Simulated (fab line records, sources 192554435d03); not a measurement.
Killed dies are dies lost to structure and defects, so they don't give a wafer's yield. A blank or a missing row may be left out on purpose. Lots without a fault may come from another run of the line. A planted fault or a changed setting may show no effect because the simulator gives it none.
fab line records | flow n5_finfet
record lots=7 wafers=21
route steps=1938 shown BEOL_M10@1496 BEOL_M11@1536 BEOL_M12@1609
start_h: hours from the record's first day to the start of the lot's first wafer shown | wait_h: hours since the lot's step before | " the same as in the row above | L1.1+2: a row that stands for several wafers | - no value, or no start given | * or withheld: withheld | < > ~ a bound
route shown NAME@n: a module of which the file shows steps, and the number in the route of the first | usual: mean/standard deviation of fault-free wafers | same: alike in all rows | chamber/n: place in a boat | sites: the reading at each site | _std_site: their standard deviation | _edge_site: outer sites' mean less inner sites' | radius_mm: how far each site lies from the wafer's centre | mask NAME#n: copy n | behind: the tool/chamber that last shaped the wafer | hold: why the lot was held/for how many hours/how that ended | device: the transistor (n, p or np) that didn't switch | end of line: the same wafers' tests at the end of the route | a step without rows: its recipe alone | killed: dies lost to structure and defects at the first sort, not the wafer's yield | map: a wafer's dies, x killed, . not, _ none there
set.NAME: the setting as run; set.NAME@STEP: as run at that earlier step | model.NAME: the simulator's own value behind a step, which no gauge read
lots whose settings were changed on purpose; a table a step, a row a wafer
## steps
# step N5_BEOL_M10_COAT_22
# recipe resist=CAR-ArF spin_rpm=1500 resist_thk_nm=90
# columns lot.wafer tool chamber start_h wait_h set.spin_rpm model.CAR-ArF_of_BEOL_M10_COAT_22.thk_nm
L074.1 litho_track-04 0 - - 1418 92.6
L074.4 " 0 " " 1418 92.4
L074.5 " 0 " " 1500 89.8
L080.1 litho_track-02 0 - - 1655 85.6
L080.3 " 0 " " 1500 89.8
L080.6 " 0 " " 1655 85.4
L084.1 litho_track-03 0 - - 1500 90
L084.2 " 0 " " 1500 89.6
L084.3 " 0 " " 1609 86.8
L087.2 litho_track-03 0 - - 1500 89.8
L087.3 " 0 " " 1500 89.4
L087.6 " 0 " " 1500 89.6
L091.1 litho_track-02 0 - - 1500 90
L091.4 " 0 " " 1547 88.6
L091.5 " 0 " " 1500 89.6
L094.1 litho_track-03 0 - - 1616 86.8
L094.3+5 " 0 " " 1616 87
L095.3 litho_track-04 0 - - 1500 90.4
L095.4 " 0 " " 1500 90.2
L095.6 " 0 " " 1500 89.8
# step N5_BEOL_M10_EBR_24
# recipe solvent=PGMEA ebr_width_mm=1.5
# step N5_BEOL_M10_SOFTBAKE_23
# recipe temp_c=110 time_s=60 resist=CAR-ArF
# step N5_BEOL_M10_DESCUM_33
# recipe chemistry=O2 time_s=7.9 source_power_w=50 bias_power_w=20 pressure_mtorr=20 rf_frequency_hz=2.712e+07 temp_c=40 resist=CAR-ArF o2_flow_sccm=225
# step N5_BEOL_M10_ETCH_65
# recipe chemistry=CF4 target=SiARC target_depth_a=390 mask_material=CAR-ArF time_s=65 ion_energy_ev=80 pressure_mtorr=40 source_w=545 bias_w=36 Ar_flow_sccm=100 cf4_flow_sccm=100 ends=cleared
# columns lot.wafer tool chamber start_h wait_h set.spin_rpm@BEOL_M10_COAT_22 model.CAR-ArF_of_BEOL_M10_COAT_22.thk_nm
L074.1+4 rie_diel-02 0,3 232.99 0.0 1418 58
L074.5 " 1 " " 1500 55.2
L080.1 rie_diel-05 3 286.46 0.0 1655 51.2
L080.3 " 2 " " 1500 55.4
L080.6 " 0 " " 1655 50.8
L084.1 rie_diel-05 3 303.90 0.0 1500 55.6
L084.2 " 1 " " 1500 55
L084.3 " 2 " " 1609 52.4
L087.2+6 rie_diel-02 0 331.73 0.0 1500 55.2
L087.3 " 2 " " 1500 55
L091.1 rie_diel-05 3 357.59 0.0 1500 55.4
L091.4 " 2 " " 1547 54
L091.5 " 1 " " 1500 55.2
L094.1+3 rie_diel-04 0,2 362.38 0.0 1616 52.4
L094.5 " 3 " " 1616 52.6
L095.3 rie_diel-05 0 367.31 0.0 1500 55.8
L095.4 " 3 " " 1500 55.6
L095.6 " 2 " " 1500 55.4
# step N5_BEOL_M10_ETCH_66
# recipe chemistry=N2/H2 target=SOC target_depth_a=1200 overetch_a=240 mask_material=SiARC temp_c=40 time_s=180 ion_energy_ev=200 pressure_mtorr=30 source_w=840 bias_w=150 n2_flow_sccm=200 h2_flow_sccm=200
# columns lot.wafer tool chamber start_h wait_h set.spin_rpm@BEOL_M10_COAT_63 model.etch.depth_nm
L074.1 rie_diel-02 0 233.04 0.0 1500 100.4
L074.4 " 3 " " 1443 102.5
L074.5 " 1 " " 1500 100.3
L080.1 rie_diel-05 3 286.51 0.0 1416 103.5
L080.3 " 2 " " 1500 100.5
L080.6 " 0 " " 1500 100.4
L084.1+2 rie_diel-05 3,1 303.95 0.0 1419 103
L084.3 " 2 " " 1500 99.94
L087.2 rie_diel-02 0 331.78 0.0 1345 105.2
L087.3 " 2 " " 1345 104.8
L087.6 " 0 " " 1500 99.23
L091.1 rie_diel-05 3 357.64 0.0 1500 100.5
L091.4 " 2 " " 1500 100.2
L091.5 " 1 " " 1500 100.1
L094.1 rie_diel-04 0 362.43 0.0 1544 98.61
L094.3 " 2 " " 1544 98.39
L094.5 " 3 " " 1500 99.78
L095.3 rie_diel-05 0 367.36 0.0 1500 99.8
L095.4 " 3 " " 1500 100.1
L095.6 " 2 " " 1500 99.97
# step N5_BEOL_M10_STRIP_69
# recipe chemistry=N2/H2 temp_c=40 n2_flow_sccm=200 h2_flow_sccm=200 rf_frequency_hz=6e+07
# step N5_BEOL_M10_VIA_ETCH_34
# recipe chemistry=C4F6/O2 target=SiCOH_lowk target_depth_a=1845 mask_material=SOC taper_deg=4 time_s=69.2 ion_energy_ev=250 pressure_mtorr=30 source_w=345 bias_w=185 Ar_flow_sccm=300 C4F6_flow_sccm=10 O2_flow_sccm=10
# columns lot.wafer tool chamber start_h wait_h set.spin_rpm@BEOL_M10_COAT_63 model.SOC_of_BEOL_M10_COAT_63.thk_nm
L074.1 rie_diel-02 0 233.16 0.0 1500 92.2
L074.4 " 3 " " 1443 94.4
L074.5 " 1 " " 1500 92.4
L080.1 rie_diel-05 3 286.63 0.0 1416 95.4
L080.3 " 2 " " 1500 92.2
L080.6 " 0 " " 1500 92.6
L084.1 rie_diel-05 3 304.07 0.0 1419 94.8
L084.2 " 1 " " 1419 95
L084.3 " 2 " " 1500 91.8
L087.2 rie_diel-02 0 331.91 0.0 1345 97
L087.3 " 2 " " 1345 96.6
L087.6 " 0 " " 1500 91.2
L091.1 rie_diel-05 3 357.76 0.0 1500 92.4
L091.4+5 " 2,1 " " 1500 92
L094.1+3 rie_diel-04 0,2 362.56 0.0 1544 90.6
L094.5 " 3 " " 1500 91.6
L095.3 rie_diel-05 0 367.49 0.0 1500 91.8
L095.4+6 " 3,2 " " 1500 92
# step N5_BEOL_M11_ILD_DEP_00
# recipe material=SiCOH_lowk target_thk_a=3085.1 temp_c=300 precursor=DEMS/porogen pressure_torr=5 rf_w=500 time_s=58
# columns lot.wafer tool chamber start_h wait_h set.time_s model.SiCOH_lowk_of_BEOL_M11_ILD_DEP_00.thk_nm
L074.1 pecvd-03 1 236.42 0.0 58 308.6
L074.4 " 2 " " 58 311
L074.5 " 0 " " 64.19 344.4
L080.1 pecvd-03 1 289.32 0.0 58 304.6
L080.3 " 0 " " 58 303.2
L080.6 " 2 " " 58 308.4
L084.1 pecvd-01 2 307.09 0.0 62.07 325.4
L084.2 " 0 " " 62.07 330.6
L084.3 " 1 " " 58 309.4
L087.2 pecvd-03 2 335.95 0.0 63.38 335.4
L087.3 " 0 " " 58 308.2
L087.6 " 1 " " 58 318.6
L091.1 pecvd-04 1 360.78 0.0 62.01 322
L091.4 " 0 " " 58 304.2
L091.5 " 1 " " 58 303.2
L094.1 pecvd-01 0 365.94 0.0 58 309.2
L094.3 " 0 " " 51.93 278.4
L094.5 " 1 " " 51.93 281.8
L095.3 pecvd-01 0 370.42 0.1 58 309
L095.4 " 1 " " 58 312.6
L095.6 " 1 " " 58 309.8
# step N5_BEOL_M11_CURE_71
# recipe temp_c=385 time_s=240 ambient=He/Ar material=SiCOH_lowk
# columns lot.wafer tool chamber start_h wait_h set.time_s@BEOL_M11_ILD_DEP_00 model.SiCOH_lowk_of_BEOL_M11_ILD_DEP_00.thk_nm
L074.1 uv_cure-01 2 236.50 0.0 58 268
L074.4 " 2 " " 58 270.2
L074.5 " 2 " " 64.19 299.6
L080.1 uv_cure-03 1 289.40 0.0 58 264.6
L080.3 " 1 " " 58 263.2
L080.6 " 1 " " 58 268
L084.1 uv_cure-03 0 307.17 0.0 62.07 283
L084.2 " 0 " " 62.07 287.6
L084.3 " 0 " " 58 268.8
L087.2 uv_cure-01 1 336.11 0.1 63.38 291.8
L087.3 " 1 " " 58 267.6
L087.6 " 1 " " 58 276.8
L091.1 uv_cure-02 0 360.86 0.0 62.01 280
L091.4 " 0 " " 58 264.2
L091.5 " 0 " " 58 263.2
L094.1 uv_cure-01 2 366.25 0.3 58 268.6
L094.3 " 2 " " 51.93 241.4
L094.5 " 2 " " 51.93 244.4
L095.3 uv_cure-01 0 370.66 0.2 58 268.4
L095.4 " 0 " " 58 271.6
L095.6 " 0 " " 58 269
# step N5_BEOL_M11_THK_MEAS_01
# recipe reads=SiCOH_lowk_of_BEOL_M11_ILD_DEP_00
# usual M11_ILD_THK=268/3.3
# columns lot.wafer tool chamber start_h wait_h set.time_s@BEOL_M11_ILD_DEP_00 M11_ILD_THK[nm]
L074.1 film_metro-01 - 237.01 0.4 58 268
L074.4 " - " " 58 270
L074.5 " - " " 64.19 300
L080.1 film_metro-01 - 289.92 0.4 58 265
L080.3 " - " " 58 263
L080.6 " - " " 58 268
L084.1 film_metro-02 - 307.68 0.4 62.07 283
L084.2 " - " " 62.07 288
L084.3 " - " " 58 268
L087.2 film_metro-01 - 336.54 0.4 63.38 292
L087.3 " - " " 58 268
L087.6 " - " " 58 277
L091.1 film_metro-02 - 361.37 0.4 62.01 280
L091.4 " - " " 58 264
L091.5 " - " " 58 263
L094.1 film_metro-01 - 366.76 0.4 58 269
L094.3 " - " " 51.93 241
L094.5 " - " " 51.93 244
L095.3 film_metro-02 - 371.01 0.3 58 268
L095.4 " - " " 58 272
L095.6 " - " " 58 269
# step N5_BEOL_M11_EXPOSE_08
# recipe mask_id=M11 na=1.35 source_shape=dipole sigma_inner=0.411 sigma_outer=0.611 polarization=te dose_mj=53.75
# columns lot.wafer tool chamber start_h wait_h mask set.dose_mj
L074.1+5 arfi_scanner-03 0 238.04 - M11#0 53.75
L074.4 " 0 " " M11#0 55.83
L080.1+3 arfi_scanner-02 0 293.45 - M11#0 52.55
L080.6 " 0 " " M11#0 53.75
L084.1+2+3 arfi_scanner-03 0 308.66 - M11#0 53.75
L087.2+3 arfi_scanner-03 0 338.97 - M11#0 56.3
L087.6 " 0 " " M11#0 53.75
L091.1+4 arfi_scanner-01 0 362.80 - M11#0 56.86
L091.5 " 0 " " M11#0 53.75
L094.1+3+5 arfi_scanner-01 0 368.24 - M11#0 53.75
L095.3+4+6 arfi_scanner-01 0 373.67 - M11#0 53.75
# step N5_BEOL_M11_PEB_09
# recipe peb_temp_c=withheld peb_time_s=60 resist=CAR-ArF
# step N5_BEOL_M11_DEVELOP_10
# recipe develop_time_s=30 developer=TMAH resist=CAR-ArF rinse_liquid=diw dry=air_spin dev_temp_c=23
# step N5_BEOL_M11_CD_MEAS_11
# recipe target_cd_nm=64.1 landing_energy_ev=500 detector=se_inlens polarity=opening
# usual cd_nm=64.3/0.42
# columns lot.wafer tool chamber start_h wait_h set.dose_mj@BEOL_M11_EXPOSE_08 cd_nm
L074.1 cd_sem-01 0 238.16 - 53.75 64.5
L074.4 " 0 " " 55.83 66.1
L074.5 " 0 " " 53.75 64.7
L080.1 cd_sem-02 0 293.58 - 52.55 62.9
L080.3 " 0 " " 52.55 62.9
L080.6 " 0 " " 53.75 64.4
L084.1 cd_sem-03 0 308.79 - 53.75 64.2
L084.2 " 0 " " 53.75 64.2
L084.3 " 0 " " 53.75 64.5
L087.2 cd_sem-03 0 339.09 - 56.3 66.9
L087.3 " 0 " " 56.3 67.7
L087.6 " 0 " " 53.75 65.1
L091.1 cd_sem-02 0 362.92 - 56.86 67.5
L091.4 " 0 " " 56.86 67.5
L091.5 " 0 " " 53.75 64.3
L094.1 cd_sem-02 0 368.37 - 53.75 64.3
L094.3 " 0 " " 53.75 64.3
L094.5 " 0 " " 53.75 64.5
L095.3 cd_sem-01 0 373.79 - 53.75 64.8
L095.4 " 0 " " 53.75 65.0
L095.6 " 0 " " 53.75 64.8
# step N5_BEOL_M11_DESCUM_16
# recipe chemistry=O2 time_s=7.9 source_power_w=50 bias_power_w=20 pressure_mtorr=20 rf_frequency_hz=2.712e+07 temp_c=40 resist=CAR-ArF o2_flow_sccm=225
# step N5_BEOL_M11_ETCH_61
# recipe chemistry=CF4 target=SiARC target_depth_a=390 mask_material=CAR-ArF time_s=65 ion_energy_ev=80 pressure_mtorr=40 source_w=545 bias_w=36 Ar_flow_sccm=100 cf4_flow_sccm=100 ends=cleared
# columns lot.wafer tool chamber start_h wait_h set.dose_mj@BEOL_M11_EXPOSE_08 model.BEOL_M11.cd_offset_nm
L074.1 rie_diel-03 3 238.29 0.0 53.75 0.2
L074.4 " 1 " " 55.83 2
L074.5 " 1 " " 53.75 0.6
L080.1 rie_diel-03 3 293.70 0.0 52.55 -1
L080.3 " 1 " " 52.55 -1.2
L080.6 " 0 " " 53.75 0.4
L084.1+3 rie_diel-03 2,3 308.98 0.0 53.75 0.2
L084.2 " 1 " " 53.75 0
L087.2 rie_diel-01 0 339.21 0.0 56.3 3
L087.3 " 2 " " 56.3 3.8
L087.6 " 3 " " 53.75 1
L091.1 rie_diel-03 0 363.05 0.0 56.86 3.6
L091.4 " 2 " " 56.86 3
L091.5 " 1 " " 53.75 0
L094.1 rie_diel-06 0 368.63 0.0 53.75 0.4
L094.3 " 3 " " 53.75 0.2
L094.5 " 2 " " 53.75 0
L095.3+6 rie_diel-01 2 373.91 0.0 53.75 0.6
L095.4 " 1 " " 53.75 0.8
# step N5_BEOL_M11_ETCH_62
# recipe chemistry=N2/H2 target=SOC target_depth_a=1100 overetch_a=220 mask_material=SiARC temp_c=40 time_s=165 ion_energy_ev=200 pressure_mtorr=30 source_w=840 bias_w=150 n2_flow_sccm=200 h2_flow_sccm=200
# columns lot.wafer tool chamber start_h wait_h set.dose_mj@BEOL_M11_EXPOSE_08 model.BEOL_M11.cd_offset_nm
L074.1+5 rie_diel-03 3,1 238.34 0.0 53.75 0.6
L074.4 " 1 " " 55.83 2
L080.1 rie_diel-03 3 293.75 0.0 52.55 -1
L080.3 " 1 " " 52.55 -1.2
L080.6 " 0 " " 53.75 0.2
L084.1+2 rie_diel-03 2,1 309.03 0.0 53.75 -0.2
L084.3 " 3 " " 53.75 0
L087.2 rie_diel-01 0 339.26 0.0 56.3 2.8
L087.3 " 2 " " 56.3 4
L087.6 " 3 " " 53.75 1.2
L091.1 rie_diel-03 0 363.10 0.0 56.86 3.6
L091.4 " 2 " " 56.86 3
L091.5 " 1 " " 53.75 -0.2
L094.1 rie_diel-06 0 368.68 0.0 53.75 0.4
L094.3+5 " 3,2 " " 53.75 0
L095.3+6 rie_diel-01 2 373.96 0.0 53.75 0.6
L095.4 " 1 " " 53.75 1
# step N5_BEOL_M11_STRIP_68
# recipe chemistry=N2/H2 temp_c=40 n2_flow_sccm=200 h2_flow_sccm=200 rf_frequency_hz=6e+07
# step N5_BEOL_M11_STRIP_67
# recipe chemistry=CF4 resist=SiARC power_w=300 bias_power_w=75 pressure_mtorr=50 cf4_flow_sccm=150 rf_frequency_hz=6e+07
# step N5_BEOL_M11_HM_OPEN_17
# recipe chemistry=Cl2/BCl3 target_depth_a=200 overetch_a=60 target=TiN mask_material=SOC ion_energy_ev=150 pressure_mtorr=10 icp_w=1000 bias_w=126 Cl2_flow_sccm=53.25 bcl3_flow_sccm=21.75 Ar_flow_sccm=25
# step N5_BEOL_M11_STRIP_19
# recipe chemistry=O2 power_w=400 temp_c=40 pressure_mtorr=30 rf_frequency_hz=6e+07 bias_power_w=0 overash_fraction=0.2 o2_flow_sccm=225
# step N5_BEOL_M11_CD_MEAS_18
# recipe pitch_nm=140 target_cd_nm=70
# usual cd_nm=70.2/0.5
# columns lot.wafer tool chamber start_h wait_h set.dose_mj@BEOL_M11_EXPOSE_08 cd_nm
L074.1 cd_sem-03 - 238.91 0.0 53.75 70.7
L074.4 " - " " 55.83 72.2
L074.5 " - " " 53.75 70.6
L080.1 cd_sem-02 - 294.12 0.0 52.55 68.8
L080.3 " - " " 52.55 69.4
L080.6 " - " " 53.75 70.3
L084.1 cd_sem-03 - 309.40 0.0 53.75 69.8
L084.2 " - " " 53.75 70.1
L084.3 " - " " 53.75 70.3
L087.2 cd_sem-01 - 339.88 0.1 56.3 73.3
L087.3 " - " " 56.3 73.9
L087.6 " - " " 53.75 71.5
L091.1 cd_sem-02 - 363.59 0.0 56.86 73.5
L091.4 " - " " 56.86 73.2
L091.5 " - " " 53.75 70.1
L094.1 cd_sem-02 - 369.16 0.0 53.75 70.5
L094.3 " - " " 53.75 69.9
L094.5 " - " " 53.75 69.8
L095.3 cd_sem-03 - 374.43 0.1 53.75 70.7
L095.4 " - " " 53.75 71.2
L095.6 " - " " 53.75 70.8
# step N5_BEOL_M11_COAT_63
# recipe resist=SOC temp_c=250 time_s=60 spin_rpm=1500 resist_thk_nm=100
# step N5_BEOL_M11_COAT_64
# recipe resist=SiARC temp_c=220 time_s=60 spin_rpm=1500 resist_thk_nm=30
# step N5_BEOL_M11_PRECLEAN_42
# recipe chemistry=residue_remover time_s=60 temp_c=40
# step N5_BEOL_M11_SRD_43
# recipe time_s=30 temp_c=23 rinse_liquid=diw dry=ipa_marangoni
# step N5_BEOL_M11_CD_MEAS_35
# recipe target_cd_nm=70 polarity=opening
# usual cd_nm=70.2/0.49
# columns lot.wafer tool chamber start_h wait_h set.dose_mj@BEOL_M11_EXPOSE_08 cd_nm
L074.1 cd_sem-03 - 240.97 0.0 53.75 70.9
L074.4 " - " " 55.83 72.0
L074.5 " - " " 53.75 70.4
L080.1 cd_sem-02 - 296.32 0.0 52.55 69.0
L080.3 " - " " 52.55 69.2
L080.6 " - " " 53.75 70.3
L084.1 cd_sem-03 - 313.38 0.0 53.75 70.1
L084.2 " - " " 53.75 69.8
L084.3 " - " " 53.75 70.1
L087.2 cd_sem-03 - 343.51 0.0 56.3 72.5
L087.3 " - " " 56.3 74.0
L087.6 " - " " 53.75 71.5
L091.1 cd_sem-01 - 365.92 0.0 56.86 74.0
L091.4 " - " " 56.86 73.2
L091.5 " - " " 53.75 70.1
L094.1 cd_sem-01 - 373.31 0.0 53.75 70.3
L094.3 " - " " 53.75 70.1
L094.5 " - " " 53.75 69.8
L095.3 cd_sem-03 - 377.20 0.0 53.75 70.6
L095.4 " - " " 53.75 71.0
L095.6 " - " " 53.75 70.9
# step N5_BEOL_M12_PEB_08
# recipe peb_temp_c=130 peb_time_s=90
# columns lot.wafer tool chamber start_h wait_h set.peb_time_s
L074.1+5 litho_track-01 0 243.89 0.1 79.5
L074.4 " 0 " " 90
L080.1+6 litho_track-01 0 299.21 0.1 90
L080.3 " 0 " " 75.64
L084.1 litho_track-01 0 317.11 0.1 103.2
L084.2+3 " 0 " " 90
L087.2+6 litho_track-02 0 346.33 0.0 90
L087.3 " 0 " " 104
L091.1+4 litho_track-03 0 370.12 0.1 90
L091.5 " 0 " " 82.35
L094.1+3+5 litho_track-02 0 377.44 0.1 90
L095.3+4+6 litho_track-03 0 380.98 0.0 90
# step N5_BEOL_M12_DEVELOP_09
# recipe develop_time_s=45 rinse_liquid=diw dry=air_spin dev_temp_c=21
# step N5_BEOL_M12_HARDBAKE_14
# recipe temp_c=130 time_s=120
# step N5_BEOL_M12_CD_MEAS_10
# recipe target_cd_nm=140 landing_energy_ev=500 detector=se_inlens polarity=opening
# usual cd_nm=140.0/1.4
# columns lot.wafer tool chamber start_h wait_h set.peb_time_s@BEOL_M12_PEB_08 cd_nm
L074.1 cd_sem-01 0 244.01 - 79.5 138.0
L074.4 " 0 " " 90 141.5
L074.5 " 0 " " 79.5 137.2
L080.1 cd_sem-03 0 299.33 - 90 142.3
L080.3 " 0 " " 75.64 136.8
L080.6 " 0 " " 90 141.3
L084.1 cd_sem-03 0 317.22 - 103.2 142.9
L084.2 " 0 " " 90 138.0
L084.3 " 0 " " 90 138.8
L087.2 cd_sem-02 0 346.45 - 90 140.9
L087.3 " 0 " " 104 144.1
L087.6 " 0 " " 90 139.3
L091.1 cd_sem-01 0 370.23 - 90 137.3
L091.4 " 0 " " 90 137.0
L091.5 " 0 " " 82.35 135.8
L094.1 cd_sem-03 0 377.56 - 90 139.4
L094.3 " 0 " " 90 136.3
L094.5 " 0 " " 90 139.3
L095.3 cd_sem-03 0 381.10 - 90 141.7
L095.4 " 0 " " 90 140.5
L095.6 " 0 " " 90 141.2
## key
split step=N5_BEOL_M10_COAT_22 setting=spin_rpm stated=1500 by=wafer
response step=N5_BEOL_M10_COAT_22 reading=model.CAR-ArF_of_BEOL_M10_COAT_22.thk_nm change=-0.425 per=1% r=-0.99
response step=N5_BEOL_M10_ETCH_65 reading=model.CAR-ArF_of_BEOL_M10_COAT_22.thk_nm change=-0.431 per=1% r=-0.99
split step=N5_BEOL_M11_ILD_DEP_00 setting=time_s stated=58 by=wafer
response step=N5_BEOL_M11_ILD_DEP_00 reading=model.SiCOH_lowk_of_BEOL_M11_ILD_DEP_00.thk_nm change=+2.79 per=1% r=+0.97
response step=N5_BEOL_M11_CURE_71 reading=model.SiCOH_lowk_of_BEOL_M11_ILD_DEP_00.thk_nm change=+2.47 per=1% r=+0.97
response step=N5_BEOL_M11_THK_MEAS_01 reading=M11_ILD_THK change=+2.47 per=1% r=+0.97
split step=N5_BEOL_M11_EXPOSE_08 setting=dose_mj stated=53.75 by=wafer
response step=N5_BEOL_M11_CD_MEAS_11 reading=cd_nm change=+0.501 per=1% r=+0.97
response step=N5_BEOL_M11_ETCH_61 reading=model.BEOL_M11.cd_offset_nm change=+0.527 per=1% r=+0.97
response step=N5_BEOL_M11_ETCH_62 reading=model.BEOL_M11.cd_offset_nm change=+0.514 per=1% r=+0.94
response step=N5_BEOL_M11_CD_MEAS_18 reading=cd_nm change=+0.495 per=1% r=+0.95
response step=N5_BEOL_M11_CD_MEAS_35 reading=cd_nm change=+0.475 per=1% r=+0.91
split step=N5_BEOL_M12_PEB_08 setting=peb_time_s stated=90 by=wafer
response step=N5_BEOL_M12_CD_MEAS_10 reading=cd_nm change=+0.288 per=1% r=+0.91
split outside_this_file step=N5_BEOL_M10_COAT_63 setting=spin_rpm
# split outside_this_file: this setting was split too, and the file shows its column; the key of that split is in another file
